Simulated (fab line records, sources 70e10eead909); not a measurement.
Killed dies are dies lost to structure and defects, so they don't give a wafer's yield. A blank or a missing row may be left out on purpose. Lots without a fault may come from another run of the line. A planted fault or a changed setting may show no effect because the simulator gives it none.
Chamber matching | flow nand_harc | NHARC_A_WL_FILL_ALD_19 on ald_metal-04: 4 sister chambers
The step deposits TiN, target thk 2 nm, pulse time 3 s, ald cycles 100. 4 wafers are shown with their chamber, then 7 later ones without.

WAFERS WITH THEIR CHAMBER
wafer  | chamber | heater_power_w (W)
L078.2 | 3       | 1222
L089.5 | 1       | 1291
L090.1 | 0       | 1316
L090.3 | 2       | 1112

WAFERS WITHOUT THEIR CHAMBER
wafer  | heater_power_w (W)
L090.4 | 1146
L095.2 | 1111
L095.4 | 1275
L095.6 | 1155
L097.2 | 1107
L097.3 | 1170
L097.4 | 1249

WHICH CHAMBER EACH WENT THROUGH
wafer  | from the rows above          | in truth
L090.4 | can't be placed: 2 or 3      | 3
L095.2 | 2                            | 2
L095.4 | can't be placed: 1 or 0 or 3 | 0
L095.6 | can't be placed: 2 or 3      | 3
L097.2 | 2                            | 2
L097.3 | can't be placed: 3 or 2      | 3
L097.4 | can't be placed: 3 or 1 or 0 | 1
Placed correctly: 2 of 7. Can't be placed from these rows: 5 (the true chamber is among the candidates in 5). Placed wrongly: 0.
How it was worked out, from the rows above alone: a wafer's distance from a chamber is the root of the sum, over the readings, of the square of ((its reading less the chamber's mean) divided by the reading's scatter). The wafer belongs to the nearest chamber; if the next one is less than 2 further off, it can't be placed. A chamber's mean is the mean of its shown wafers. The scatter: with one shown wafer a chamber, the root of the mean of the squares of how far each hidden wafer lies from its nearest shown one.
